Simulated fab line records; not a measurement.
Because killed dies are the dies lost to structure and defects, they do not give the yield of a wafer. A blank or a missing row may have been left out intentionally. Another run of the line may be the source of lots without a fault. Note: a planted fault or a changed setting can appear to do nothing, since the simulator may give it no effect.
fab line records | flow n5Finfet
record lots=6 | wafers=18 | lastDay=18
route steps=1938 shown MOL_CONTACT_COAG@529 BEOL_M4@1111
lots untouched by any fault: they come from a run of this same line in which no faults occurred
startH: the number of hours between the record's first day and the start of the first shown wafer of the lot | waitH: hours from the lot's prior step to this one | " unchanged from the row above | L1.1+2: one row covering several wafers at once | - no value present, or no start provided | * or withheld: withheld | < > ~ a bound
route shown NAME@n: a module of which the file shows steps, and the number in the route of the first | usual: mean and standard deviation over wafers with no fault | same: alike in all rows | chamber/n: place in a boat | sites: readings site by site | _std_site: standard deviation of those values | _edge_site: inner sites' mean taken away from outer sites' mean | radiusMm: for every site, how far away it sits from the centre of the wafer | mask NAME#n: copy n | behind: the tool/chamber that last shaped the wafer | hold: what put the lot on hold/how long, in hours/how the hold closed | device: transistor that didn't switch, given as n, p or np | end of line: at the end of the route, the tests of the same wafers | step lacking rows: just its recipe | killed: dies lost to structure and defects at the first sort, not the wafer's yield | map: shows each die of a wafer: x if killed, . if not, _ if none is there
set.NAME: setting as actually run; set.NAME@STEP: the setting as run at that earlier step | model.NAME: the simulator's own value behind a step, which no gauge read
certain route steps with their lots: each step a table, each wafer a row
services: from which hour (startH, from the record's first day; less than 0 if before it) a tool's chamber was out of use, for how many hours, and why
## steps
# step N5_MOL_CONTACT_COAG_DESCUM_13
# recipe chemistry=O2 | timeS=7 | sourcePowerW=50 | biasPowerW=20 | pressureMtorr=20 | rfFrequencyHz=2.712e+07 | tempC=40 | resist=CAR-EUV | o2FlowSccm=225
# step N5_MOL_CONTACT_COAG_ETCH_59
# recipe chemistry=N2/H2 | target=underlayer | targetDepthA=130 | maskMaterial=CAR-EUV | timeS=10.4 | ionEnergyEv=200 | pressureMtorr=30 | sourceW=840 | biasW=150 | n2FlowSccm=200 | h2FlowSccm=200 | ends=cleared
# step N5_MOL_CONTACT_COAG_ETCH_105
# recipe chemistry=CF4 | target=SiARC | targetDepthA=156 | maskMaterial=CAR-EUV | timeS=26 | ionEnergyEv=80 | pressureMtorr=40 | sourceW=545 | biasW=36 | Ar_flow_sccm=100 | cf4FlowSccm=100 | ends=cleared
# step N5_MOL_CONTACT_COAG_ETCH_106
# recipe chemistry=N2/H2 | target=SOC | targetDepthA=800 | overetchA=160 | maskMaterial=SiARC | tempC=40 | timeS=120 | ionEnergyEv=200 | pressureMtorr=30 | sourceW=840 | biasW=150 | n2FlowSccm=200 | h2FlowSccm=200
# step N5_MOL_CONTACT_COAG_STRIP_107
# recipe chemistry=N2/H2 | tempC=40 | n2FlowSccm=200 | h2FlowSccm=200 | rfFrequencyHz=6e+07
# step N5_MOL_CONTACT_COAG_STRIP_108
# recipe chemistry=N2/H2 | tempC=40 | n2FlowSccm=200 | h2FlowSccm=200 | rfFrequencyHz=6e+07
# step N5_MOL_CONTACT_COAG_CONTACT_ETCH_14
# recipe chemistry=C4F6/O2 | target=SiO2 | targetDepthA=275 | overetchA=85 | maskMaterial=SOC | pressureMtorr=30 | sourceW=370 | biasW=185 | Ar_flow_sccm=300 | C4F6_flow_sccm=16 | O2_flow_sccm=10 | timeS=20 | ionEnergyEv=259.6
# step N5_MOL_CONTACT_COAG_STRIP_109
# recipe chemistry=C4F6/O2 | resist=SiARC | rfFrequencyHz=6e+07
# step N5_MOL_CONTACT_COAG_ETCH_15
# recipe chemistry=CH3F/O2 | target=SiNx | targetDepthA=70 | maskMaterial=SOC | stopOn=Si:P | overEtchFrac=0.75 | ionEnergyEv=120 | pressureMtorr=30 | sourceW=395 | biasW=73 | Ar_flow_sccm=150 | CH3F_flow_sccm=30 | O2_flow_sccm=20
# step N5_MOL_CONTACT_COAG_ETCH_110
# recipe chemistry=CF4/O2 | target=Si | targetDepthA=25 | timeS=8 | pressureMtorr=100 | sourceW=200 | biasW=12 | ionEnergyEv=60 | Ar_flow_sccm=100 | cf4FlowSccm=100 | O2_flow_sccm=10
# step N5_MOL_CONTACT_COAG_STRIP_98
# recipe chemistry=N2/H2 | powerW=500 | tempC=40 | pressureMtorr=50 | rfFrequencyHz=6e+07 | overashFraction=0.3 | biasPowerW=8 | h2Frac=0.5 | n2FlowSccm=300 | h2FlowSccm=300
# step N5_MOL_CONTACT_COAG_CD_MEAS_99
# recipe targetCdNm=17.2 | polarity=opening
# usual cdNm=17.1/0.34
lot.wafer | tool     | chamber | startH | waitH | cdNm
L265.3    | cdSem-02 | -       | 120.67 | -     | 17.4
L265.4    | "        | -       | "      | "     | 17.2
L265.5    | "        | -       | "      | "     | 17.3
L273.3    | cdSem-01 | -       | 161.71 | -     | 16.5
L273.4    | "        | -       | "      | "     | 18.0
L273.6    | "        | -       | "      | "     | 17.7
L274.1    | cdSem-03 | -       | 166.64 | -     | 17.1
L274.3    | "        | -       | "      | "     | 17.0
L274.5    | "        | -       | "      | "     | 16.7
L282.1    | cdSem-01 | -       | 214.76 | -     | 17.3
L282.3    | "        | -       | "      | "     | 17.3
L282.6    | "        | -       | "      | "     | 17.0
L281.2    | cdSem-03 | -       | 217.47 | -     | 17.2
L281.4    | "        | -       | "      | "     | 16.9
L281.5    | "        | -       | "      | "     | 17.1
L283.2    | cdSem-03 | -       | 222.31 | -     | 17.1
L283.3    | "        | -       | "      | "     | 17.0
L283.6    | "        | -       | "      | "     | 17.3
# step N5_MOL_CONTACT_COAG_IMPLANT_129
# recipe species=Ge | energyKev=3 | doseCm2=6e+14 | tiltDeg=0 | rotationDeg=0
# usual beamEnergyKeV=3.0002/0.00092 | beamOnS=34.0/0.67 | faradayCurrentUA=2224/43
lot.wafer | tool         | chamber | startH | waitH | beamEnergyKeV | beamOnS | faradayCurrentUA
L265.3    | implanter-02 | 0       | 120.76 | 0.1   | 3.0004        | 33.4    | 2273
L265.4    | "            | 0       | "      | "     | 3.0010        | 34.1    | 2211
L265.5    | "            | 0       | "      | "     | 3.0004        | 34.2    | 2216
L273.3    | implanter-01 | -       | 161.80 | 0.1   | -             | -       | -
L273.4    | "            | -       | "      | "     | -             | -       | -
L273.6    | "            | -       | "      | "     | -             | -       | -
L274.1    | implanter-02 | -       | 166.67 | 0.0   | -             | -       | -
L274.3    | "            | -       | "      | "     | -             | -       | -
L274.5    | "            | -       | "      | "     | -             | -       | -
L282.1    | implanter-01 | 0       | 214.80 | 0.0   | 3.0001        | 34.1    | 2216
L282.3    | "            | 0       | "      | "     | 3.0009        | 33.1    | 2269
L282.6    | "            | 0       | "      | "     | 3.0005        | 34.0    | 2215
L281.2    | implanter-02 | 0       | 217.53 | 0.1   | 2.9999        | 33.8    | 2233
L281.4    | "            | 0       | "      | "     | 3.0024        | 33.2    | 2281
L281.5    | "            | 0       | "      | "     | 2.9992        | 35.2    | 2150
L283.2    | implanter-01 | 0       | 222.37 | 0.1   | 2.9994        | 34.6    | 2179
L283.3    | "            | 0       | "      | "     | 3.0002        | 33.7    | 2248
L283.6    | "            | 0       | "      | "     | 2.9989        | 33.5    | 2253
# step N5_MOL_CONTACT_COAG_PRECLEAN_111
# recipe chemistry=NF3:NH3 | afsCycles=1 | tempC=30 | timeS=20 | sublimationTempC=180 | sublimationTimeS=60 | pressureTorr=3 | rfPowerW=30
# step N5_MOL_CONTACT_COAG_TI_SIL_19
# recipe material=Ti | targetThkA=42 | tempC=200 | chamberPressurePa=5 | powerW=5000 | timeS=15
# usual throttleValvePct=30.0/1.4
lot.wafer | tool          | chamber | startH | waitH | throttleValvePct
L265.3    | pvdSputter-01 | -       | 124.01 | 1.9   | 30.5
L265.4    | "             | -       | "      | "     | 29.6
L265.5    | "             | -       | "      | "     | 29.2
L273.3    | pvdSputter-02 | -       | 162.19 | 0.1   | 30.8
L273.4    | "             | -       | "      | "     | 31.3
L273.6    | "             | -       | "      | "     | 28.4
L274.1    | pvdSputter-03 | -       | 168.10 | 0.2   | 28.5
L274.3    | "             | -       | "      | "     | 28.1
L274.5    | "             | -       | "      | "     | 31.6
L282.1    | pvdSputter-03 | -       | 217.31 | 0.2   | 28.0
L282.3    | "             | -       | "      | "     | 31.7
L282.6    | "             | -       | "      | "     | 27.9
L281.2    | pvdSputter-02 | -       | 218.20 | 0.4   | 32.6
L281.4    | "             | -       | "      | "     | 29.1
L281.5    | "             | -       | "      | "     | 29.1
L283.2    | pvdSputter-02 | -       | 223.03 | 0.2   | 29.3
L283.3    | "             | -       | "      | "     | 32.5
L283.6    | "             | -       | "      | "     | 28.4
# step N5_MOL_CONTACT_COAG_ALD_20
# recipe material=TiN | targetThkA=15 | tempC=400 | aldPrecursorFamily=TiCl4 | aldCoReactant=NH3 | pulseTimeS=1 | purgeTimeS=3 | coReactantPurgeTimeS=2 | coReactantPulseTimeS=2 | aldCycles=68 | pressureTorr=3
# step N5_MOL_CONTACT_COAG_SIL_ANNEAL_21
# recipe tempC=550 | timeS=60 | ambient=N2
# step N5_MOL_CONTACT_COAG_PRE_CLEAN_141
# recipe gas=H2/He | timeS=60 | tempC=300
# step N5_MOL_CONTACT_COAG_SPUTTER_143
# recipe material=Co | targetThkA=25 | tempC=25 | chamberPressurePa=0.2
# usual throttleValvePct=30.0/1.3
lot.wafer | tool          | chamber | startH | waitH | throttleValvePct
L265.3    | pvdSputter-02 | -       | 125.22 | 0.0   | 30.9
L265.4    | "             | -       | "      | "     | 29.0
L265.5    | "             | -       | "      | "     | 28.8
L273.3    | pvdSputter-02 | -       | 163.39 | 0.0   | 31.0
L273.4    | "             | -       | "      | "     | 31.1
L273.6    | "             | -       | "      | "     | 32.6
L274.1    | pvdSputter-03 | -       | 169.42 | 0.0   | 31.7
L274.3    | "             | -       | "      | "     | 27.8
L274.5    | "             | -       | "      | "     | 28.6
L282.1    | pvdSputter-02 | -       | 218.10 | 0.0   | 28.4
L282.3    | "             | -       | "      | "     | 30.9
L282.6    | "             | -       | "      | "     | 30.9
L281.2    | pvdSputter-02 | -       | 219.81 | 0.0   | 31.1
L281.4    | "             | -       | "      | "     | 28.5
L281.5    | "             | -       | "      | "     | 32.7
L283.2    | pvdSputter-03 | -       | 224.87 | 0.0   | 31.5
L283.3    | "             | -       | "      | "     | 27.9
L283.6    | "             | -       | "      | "     | 28.6
# step N5_MOL_CONTACT_COAG_CO_FILL_22
# recipe material=Co | targetThkA=200 | tempC=200 | precursor=CCTBA/H2 | pressureTorr=30
# step N5_MOL_CONTACT_COAG_ANNEAL_113
# recipe tempC=400 | timeS=300 | ambient=H2/N2
# step N5_MOL_CONTACT_COAG_PRE_CLEAN_142
# recipe gas=H2/He | timeS=60 | tempC=300
# usual heaterPowerW=447/48
lot.wafer | tool          | chamber | startH | waitH | heaterPowerW
L265.3    | pvdSputter-02 | -       | 127.91 | 1.3   | 367
L265.4    | "             | -       | "      | "     | 460
L265.5    | "             | -       | "      | "     | 574
L273.3    | pvdSputter-03 | -       | 168.44 | 3.8   | 434
L273.4    | "             | -       | "      | "     | 465
L273.6    | "             | -       | "      | "     | 447
L274.1    | pvdSputter-03 | -       | 172.42 | 2.1   | 458
L274.3    | "             | -       | "      | "     | 424
L274.5    | "             | -       | "      | "     | 415
L282.1    | pvdSputter-02 | -       | 221.83 | 2.5   | 368
L282.3    | "             | -       | "      | "     | 438
L282.6    | "             | -       | "      | "     | 444
L281.2    | pvdSputter-02 | -       | 222.19 | 1.2   | 357
L281.4    | "             | -       | "      | "     | 552
L281.5    | "             | -       | "      | "     | 347
L283.2    | pvdSputter-01 | -       | 228.06 | 2.2   | 465
L283.3    | "             | -       | "      | "     | 448
L283.6    | "             | -       | "      | "     | 466
# step N5_MOL_CONTACT_COAG_SPUTTER_130
# recipe material=Co | targetThkA=475 | tempC=25 | chamberPressurePa=0.5 | powerW=3000
# step N5_MOL_CONTACT_COAG_PRECLEAN_125
# recipe chemistry=DIW | timeS=57.5 | tempC=23
# step N5_MOL_CONTACT_COAG_SRD_126
# recipe dryTimeS=32 | dry=n2Spin | spinRpm=1500
# step N5_MOL_CONTACT_COAG_CMP_23
# recipe stopOn=SiO2 | tOverpolishS=1.5 | postCmpClean=cuAlkaline | downForcePsi=2 | platenRpm=50.289 | padVelocityMS=1.0006 | targetThkNm=0
# usual edgeZonePressureFrac=1.000/0.0046 | headPressurePsi=1.999/0.0041 | motorCurrentA=8.4/0.87 | overpolishRunS=1.501/0.0084 | timeToEndpointS=9.8/2.2
lot.wafer | tool   | chamber | startH | waitH | edgeZonePressureFrac | headPressurePsi | motorCurrentA | overpolishRunS | timeToEndpointS
L265.3    | cmp-01 | 3       | 128.18 | 0.0   | 1.004                | 2.002           | 7.2           | 1.495          | 9.3
L265.4    | "      | 0       | "      | "     | 0.995                | 2.000           | 8.4           | 1.502          | 12.8
L265.5    | "      | 3       | "      | "     | 0.997                | 1.997           | 7.3           | 1.488          | 11.6
L273.3    | cmp-03 | 1       | 168.78 | 0.1   | 1.007                | 1.996           | 8.3           | 1.502          | 8.7
L273.4    | "      | 2       | "      | "     | 1.009                | 2.001           | 8.6           | 1.514          | 7.9
L273.6    | "      | 3       | "      | "     | 1.008                | 2.007           | 8.2           | 1.504          | 5.2
L274.1    | cmp-01 | 3       | 172.74 | 0.1   | 1.006                | 1.998           | 6.8           | 1.514          | 10.3
L274.3    | "      | 0       | "      | "     | 1.002                | 1.996           | 8.4           | 1.504          | 13.9
L274.5    | "      | 2       | "      | "     | 0.995                | 1.998           | 7.6           | 1.499          | 11.7
L282.1    | cmp-02 | 1       | 222.19 | 0.1   | 0.997                | 2.003           | 7.6           | 1.498          | 12.0
L282.3    | "      | 3       | "      | "     | 0.999                | 2.007           | 7.7           | 1.497          | 7.3
L282.6    | "      | 1       | "      | "     | 0.997                | 2.003           | 8.0           | 1.494          | 10.2
L281.4    | cmp-02 | 0       | 222.43 | 0.0   | 1.009                | 2.004           | 9.5           | 1.513          | 5.1
L281.2    | "      | 3       | "      | "     | 0.994                | 1.998           | 7.9           | 1.491          | 8.3
L281.5    | "      | 1       | "      | "     | 1.005                | 2.007           | 7.7           | 1.506          | 9.1
L283.2    | cmp-03 | 3       | 228.38 | 0.1   | 0.999                | 1.991           | 8.0           | 1.503          | 9.0
L283.3    | "      | 0       | "      | "     | 0.991                | 2.003           | 9.9           | 1.509          | 10.6
L283.6    | "      | 2       | "      | "     | 1.000                | 2.002           | 8.5           | 1.504          | 7.3
# step N5_MOL_CONTACT_COAG_WET_ETCH_26
# recipe target=Co | targetDepthNm=13
# step N5_MOL_CONTACT_COAG_WET_ETCH_116
# recipe chemistry=SC1-inhibited | targetDepthNm=4.6 | dry=ipaMarangoni | rinseTimeS=30 | rinseTempC=23
# step N5_MOL_CONTACT_COAG_ALD_27
# recipe material=SiOC | targetThkA=170 | tempC=400 | aldPrecursorFamily=carbosiloxane | aldCoReactant=H2-plasma | pulseTimeS=1.5 | timeS=2720 | purgeTimeS=2 | coReactantPurgeTimeS=2 | aldCycles=340 | pressureTorr=2
# step N5_MOL_CONTACT_COAG_CMP_28
# recipe stopOn=SiNx | tOverpolishS=0.85 | postCmpClean=alkalineBrush | downForcePsi=4.15 | platenRpm=51.8 | padVelocityMS=1.0307 | targetThkNm=14.522
# usual edgeZonePressureFrac=0.999/0.005 | headPressurePsi=4.150/0.0089 | motorCurrentA=12.6/1.3 | timeToEndpointS=5.2/2.3
lot.wafer | tool   | chamber | startH | waitH | edgeZonePressureFrac | headPressurePsi | motorCurrentA | timeToEndpointS
L265.4    | cmp-03 | 2       | 130.68 | 0.9   | 0.996                | 4.148           | 11.9          | 2.3
L265.3    | "      | 1       | "      | "     | 1.001                | 4.155           | 12.9          | 3.9
L265.5    | "      | 2       | "      | "     | 0.999                | 4.154           | 12.9          | 0.8
L273.4    | cmp-01 | 3       | 171.21 | 0.9   | 1.008                | 4.153           | 11.0          | 7.3
L273.3    | "      | 0       | "      | "     | 0.996                | 4.135           | 12.5          | 7.2
L273.6    | "      | 2       | "      | "     | 1.004                | 4.144           | 12.1          | 5.9
L274.1    | cmp-01 | 2       | 175.09 | 0.8   | 0.992                | 4.141           | 11.6          | 5.8
L274.3    | "      | 3       | "      | "     | 0.993                | 4.153           | 11.1          | 8.4
L274.5    | "      | 2       | "      | "     | 0.989                | 4.142           | 11.4          | 4.6
L282.1    | cmp-01 | 2       | 224.65 | 0.9   | 1.003                | 4.148           | 12.1          | 3.7
L282.3    | "      | 0       | "      | "     | 1.000                | 4.158           | 13.1          | 5.2
L282.6    | "      | 2       | "      | "     | 1.007                | 4.128           | 11.9          | 5.1
L281.2    | cmp-01 | 2       | 224.90 | 0.8   | 1.000                | 4.156           | 11.6          | 3.9
L281.4    | "      | 0       | "      | "     | 1.002                | 4.156           | 13.0          | 5.0
L281.5    | "      | 2       | "      | "     | 1.001                | 4.147           | 11.8          | 2.5
L283.2    | cmp-02 | 2       | 230.70 | 0.8   | 1.000                | 4.170           | 13.8          | 6.6
L283.3    | "      | 3       | "      | "     | 0.993                | 4.138           | 12.2          | 3.2
L283.6    | "      | 2       | "      | "     | 0.999                | 4.160           | 14.6          | 5.1
# step N5_MOL_CONTACT_COAG_THK_MEAS_29
# recipe reads=SiNx_of_GATE_CUT_PECVD_57+SiNx_of_GATE_CUT_SAC_CAP_01
# usual MD_CAP_THK=17.90/0.089
lot.wafer | tool         | chamber | startH | waitH | MD_CAP_THK[nm]
L265.3    | filmMetro-01 | -       | 130.98 | -     | 17.91
L265.4    | "            | -       | "      | "     | 17.97
L265.5    | "            | -       | "      | "     | 17.86
L273.3    | filmMetro-01 | -       | 171.43 | -     | 17.82
L273.4    | "            | -       | "      | "     | 17.86
L273.6    | "            | -       | "      | "     | 17.81
L274.1    | filmMetro-01 | -       | 175.35 | -     | 17.85
L274.3    | "            | -       | "      | "     | 17.77
L274.5    | "            | -       | "      | "     | 17.90
L282.1    | filmMetro-01 | -       | 224.91 | -     | 17.85
L282.3    | "            | -       | "      | "     | 17.79
L282.6    | "            | -       | "      | "     | 17.85
L281.2    | filmMetro-02 | -       | 225.15 | -     | 17.89
L281.4    | "            | -       | "      | "     | 17.95
L281.5    | "            | -       | "      | "     | 17.99
L283.2    | filmMetro-01 | -       | 230.99 | -     | 17.78
L283.3    | "            | -       | "      | "     | 17.78
L283.6    | "            | -       | "      | "     | 17.88
# step N5_MOL_CONTACT_COAG_ALD_123
# recipe material=SiNx | targetThkA=50 | tempC=400 | aldPrecursorFamily=SiH2I2 | aldCoReactant=N2/H2-plasma | pulseTimeS=1 | purgeTimeS=2 | coReactantPurgeTimeS=2 | aldCycles=100 | pressureTorr=2
# step N5_MOL_CONTACT_COAG_PECVD_31
# recipe material=SiO2 | targetThkA=460 | tempC=400 | precursor=TEOS/O2 | pressureTorr=6.5 | rfW=withheld | teosFlowSccm=withheld | gas=O2 | flowSccm=2650 | timeS=8.9
# step N5_MOL_CONTACT_COAG_COAT_75
# recipe resist=SOC | tempC=250 | timeS=60 | spinRpm=1500 | resistThkNm=60
# step N5_MOL_CONTACT_COAG_COAT_76
# recipe resist=SiARC | tempC=220 | timeS=60 | spinRpm=1500 | resistThkNm=10
# step N5_MOL_CONTACT_COAG_COAT_77
# recipe resist=underlayer | tempC=205 | timeS=60 | spinRpm=1500 | resistThkNm=10
# step N5_MOL_CONTACT_COAG_COAT_78
# recipe resist=CAR-EUV | spinRpm=1500 | resistThkNm=40
# step N5_MOL_CONTACT_COAG_EBR_80
# recipe solvent=PGMEA | ebrWidthMm=1.5
# step N5_MOL_CONTACT_COAG_SOFTBAKE_79
# recipe tempC=110 | timeS=60 | resist=CAR-EUV
# step N5_MOL_CONTACT_COAG_EXPOSE_81
# recipe maskId=VG | na=0.33 | sourceShape=annular | sigmaInner=0.3 | sigmaOuter=0.7 | polarization=unpolarized | defocusNm=0 | doseMj=59.5
# step N5_BEOL_M4_RC_MEAS_101
# usual DIBL_N=35.9/1.4 | DIBL_P=35.9/1.7 | IOFF_N=0.160/0.026 | IOFF_P=0.21/0.036 | ION_N=672/11 | ION_P=461/8.1 | RC_DENSE_N=19.1/0.51 | RC_DENSE_P=23.9/0.64 | RC_N=15.6/0.41 | RC_P=19.5/0.51 | REXT_N=75.3/1.6 | REXT_P=101.0/2.3 | SS_N=71.4/0.54 | SS_P=73.2/0.67 | VT_N=249.3/2.7 | VT_P=-250/3.9
lot.wafer | tool      | chamber | startH | waitH | DIBL_N[mV/V] | DIBL_P[mV/V] | IOFF_N[nA/um] | IOFF_P[nA/um] | ION_N[uA/um] | ION_P[uA/um] | RC_DENSE_N[ohm.um] | RC_DENSE_P[ohm.um] | RC_N[ohm.um] | RC_P[ohm.um] | REXT_N[ohm.um] | REXT_P[ohm.um] | SS_N[mV/dec] | SS_P[mV/dec] | VT_N[mV] | VT_P[mV]
L265.3    | prober-02 | 0       | 204.73 | 0.3   | 33.6         | 33.4         | 0.128         | 0.16          | 660          | 457          | 19.1               | 23.8               | 15.6         | 19.6         | 73.4           | 102.8          | 71.2         | 71.9         | 251.0    | -257
L265.4    | "         | 0       | "      | "     | 37.0         | 38.6         | 0.193         | 0.24          | 695          | 470          | 19.0               | 23.7               | 15.4         | 19.3         | 73.9           | 101.5          | 71.4         | 74.5         | 245.2    | -250
L265.5    | "         | 0       | "      | "     | 32.3         | 32.6         | 0.111         | 0.14          | 654          | 447          | 19.2               | 24.3               | 15.6         | 19.7         | 74.1           | 102.6          | 70.7         | 72.3         | 252.4    | -256
L274.1    | prober-01 | 0       | 250.32 | 0.0   | 37.1         | 36.1         | 0.182         | 0.25          | 656          | 454          | 40.5               | 50.6               | 33.0         | 41.1         | 90.6           | 121.0          | 71.1         | 74.1         | 247.4    | -245
L274.3    | "         | 0       | "      | "     | 38.1         | 37.9         | 0.199         | 0.26          | 655          | 453          | 40.7               | 49.9               | 33.2         | 40.6         | 91.1           | 118.9          | 72.3         | 74.0         | 247.2    | -247
L274.5    | "         | 0       | "      | "     | 36.6         | 36.7         | 0.176         | 0.25          | 664          | 459          | 40.4               | 49.9               | 32.6         | 41.0         | 91.1           | 119.5          | 71.2         | 73.4         | 247.0    | -246
L273.3    | prober-02 | 0       | 250.35 | 0.3   | 38.5         | 39.2         | 0.206         | 0.25          | 676          | 460          | 40.1               | 50.0               | 32.6         | 40.6         | 90.3           | 125.1          | 72.6         | 73.8         | 246.2    | -249
L273.4    | "         | 0       | "      | "     | 34.6         | 34.6         | 0.135         | 0.18          | 650          | 445          | 37.7               | 47.5               | 30.6         | 39.0         | 89.9           | 122.7          | 71.3         | 72.2         | 251.0    | -253
L273.6    | "         | 0       | "      | "     | 36.9         | 37.0         | 0.165         | 0.21          | 664          | 456          | 37.9               | 47.8               | 31.0         | 38.9         | 89.3           | 123.6          | 71.8         | 72.7         | 248.2    | -251
L282.1    | prober-02 | 0       | 291.59 | 0.0   | 37.4         | 37.5         | 0.186         | 0.24          | 686          | 467          | 18.9               | 23.5               | 15.4         | 19.4         | 75.6           | 96.2           | 71.7         | 73.2         | 244.6    | -249
L282.3    | "         | 0       | "      | "     | 36.3         | 35.5         | 0.146         | 0.21          | 669          | 461          | 19.1               | 23.8               | 15.6         | 19.4         | 75.4           | 95.7           | 71.2         | 72.5         | 250.1    | -248
L282.6    | "         | 0       | "      | "     | 37.3         | 36.0         | 0.164         | 0.21          | 661          | 456          | 19.4               | 24.0               | 15.7         | 19.5         | 75.3           | 97.8           | 71.2         | 73.2         | 250.7    | -252
L281.2    | prober-02 | 0       | 309.51 | 0.2   | 36.5         | 34.8         | 0.142         | 0.16          | 669          | 456          | 19.3               | 24.0               | 15.5         | 19.6         | 74.9           | 101.8          | 71.0         | 73.1         | 250.3    | -257
L281.4    | "         | 0       | "      | "     | 36.6         | 35.4         | 0.139         | 0.16          | 658          | 447          | 19.6               | 24.7               | 15.9         | 20.0         | 76.4           | 101.4          | 71.4         | 73.3         | 253.1    | -257
L281.5    | "         | 0       | "      | "     | 35.4         | 33.4         | 0.124         | 0.14          | 665          | 448          | 19.1               | 23.9               | 15.6         | 19.3         | 75.4           | 101.6          | 70.8         | 72.6         | 252.1    | -257
L283.2    | prober-01 | 0       | 309.85 | 0.2   | 34.5         | 35.1         | 0.159         | 0.19          | 681          | 463          | 19.3               | 24.4               | 15.8         | 19.6         | 76.2           | 97.8           | 71.0         | 73.0         | 249.1    | -252
L283.3    | "         | 0       | "      | "     | 35.1         | 37.1         | 0.174         | 0.22          | 690          | 470          | 19.1               | 23.7               | 15.6         | 19.4         | 76.6           | 97.1           | 71.7         | 73.1         | 246.4    | -252
L283.6    | "         | 0       | "      | "     | 34.4         | 35.6         | 0.158         | 0.20          | 682          | 466          | 18.7               | 23.2               | 15.3         | 19.2         | 75.6           | 97.1           | 71.4         | 72.7         | 248.8    | -251
## services
tool          | chamber | startH | hours | kind
cmp-01        | -       | 107.01 | 4.6   | pm
cmp-01        | -       | 118.11 | 4.1   | repair
implanter-01  | -       | 120.64 | 1.9   | repair
pvdSputter-03 | -       | 134.43 | 3.8   | repair
pvdSputter-02 | -       | 138.49 | 1.9   | repair
cmp-02        | -       | 149.95 | 1.8   | repair
pvdSputter-03 | -       | 149.97 | 2.2   | repair
cmp-02        | -       | 158.13 | 5.8   | repair
cmp-03        | -       | 196.14 | 5.3   | pm
cmp-01        | -       | 197.77 | 4.0   | pm
cmp-01        | -       | 201.77 | -     | consumableReplace:conditioner
cmp-01        | -       | 201.77 | -     | consumableReplace:pad
cmp-03        | -       | 224.34 | 1.3   | repair
## key
firstSign step=N5_MOL_CONTACT_COAG_IMPLANT_129 | reading=toolRecord | direction=missing
effect step=N5_BEOL_M4_RC_MEAS_101 | reading=RC_N | direction=up | sigmas=41 | usual=15.6 | struck=32.2
effect step=N5_BEOL_M4_RC_MEAS_101 | reading=RC_P | direction=up | sigmas=41 | usual=19.5 | struck=40.2
effect step=N5_BEOL_M4_RC_MEAS_101 | reading=RC_DENSE_N | direction=up | sigmas=40 | usual=19.1 | struck=39.6
effect step=N5_BEOL_M4_RC_MEAS_101 | reading=RC_DENSE_P | direction=up | sigmas=40 | usual=23.9 | struck=49.3
effect step=N5_BEOL_M4_RC_MEAS_101 | reading=REXT_N | direction=up | sigmas=9.4 | usual=75.3 | struck=90.4
effect step=N5_BEOL_M4_RC_MEAS_101 | reading=REXT_P | direction=up | sigmas=9 | usual=101.0 | struck=121.8
metAt N5_MOL_CONTACT_COAG_IMPLANT_129
struckWafers L273.3,L273.4,L273.6,L274.1,L274.3,L274.5
onsetBetween 120.76 161.80
fault kind=skippedStepWhole | tool=implanter-01,implanter-02 | chamber=- | onsetH=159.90 | steps=N5_MOL_CONTACT_COAG_IMPLANT_129 | scope=struckLotsOnly
